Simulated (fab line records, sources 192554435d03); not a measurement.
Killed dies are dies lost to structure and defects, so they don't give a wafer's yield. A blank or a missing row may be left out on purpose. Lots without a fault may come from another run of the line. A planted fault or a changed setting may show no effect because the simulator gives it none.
One fault seen from 2 desks | flow n5_finfet | each desk has only its own numbers; what lay behind them comes last

THE DEFECT DESK
What the inspections along the route counted, lot by lot: means of the sampled wafers that have a number. A lot is out of limits, marked OUT, if its mean lies more than 4 standard deviations from the usual mean; the brackets give that distance.
Columns: A = raw_defect_count at N5_WELL_APT_INSPECT_27, usual 2.2
lot  | first seen here | A
L287 | day 1 15:19     | 2.7
L288 | day 1 20:55     | 2.3
L290 | day 2 09:02     | 2.3
L291 | day 2 14:59     | 1.0
L293 | day 3 03:01     | 2.3
L294 | day 3 09:24     | 1.7
L299 | day 4 15:32     | 1.5
L302 | day 5 09:23     | 2.0
L303 | day 5 15:33     | 1.7
L304 | day 5 21:10     | 1.3
L307 | day 6 14:59     | 3.3
L308 | day 6 20:59     | 1.7
L309 | day 7 02:44     | 4.0
This desk's finding: nothing out of limits on any of the 13 lots.

THE TOOL OWNER'S DESK: litho_track-01
The tool's own readings at N5_WELL_APT_PEB_06 (peb time 90 s): means of the sampled wafers that have a number, for each lot that ran on this tool. A lot is out of limits, marked OUT, if its mean lies more than 4 standard deviations from the usual mean; the brackets give that distance.
Columns: A = chill_plate_temp_C at N5_WELL_APT_PEB_06, usual 23.02 C; B = heater_power_total_W at N5_WELL_APT_PEB_06, usual 172.5 W
lot  | first seen here | A     | B
L288 | day 1 19:36     | 22.96 | 172.2
L291 | day 2 13:42     | 23.13 | 172.3
L293 | day 3 01:41     | 22.83 | 173.0
L294 | day 3 07:59     | 22.91 | 172.0
L299 | day 4 13:34     | 22.95 | 174.3
L302 | day 5 07:36     | 23.01 | 176.2 (+4.7) OUT
L303 | day 5 14:14     | 23.12 | 175.2
This desk's finding: out of limits on L302; first on L302, day 5 07:36 (heater_power_total_W at N5_WELL_APT_PEB_06). In limits: L288, L291, L293, L294, L299, L303.

PUT TOGETHER
The tool owner's desk could have raised an alarm at day 5 07:36, on L302.
The defect desk saw nothing out of limits.
The defect desk has L302 on record, within its limits.
Of the lots named, all ran N5_WELL_APT_PEB_06 on litho_track-01.

WHAT THE SIMULATOR HAD PUT IN
Process parameter drift: litho_track-01, from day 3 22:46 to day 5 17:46, at N5_WELL_APT_PEB_06. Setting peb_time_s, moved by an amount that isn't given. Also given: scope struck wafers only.
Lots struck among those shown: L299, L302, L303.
Hours from the fault's start to each desk's first reading out of limits: the tool owner's desk, 33.
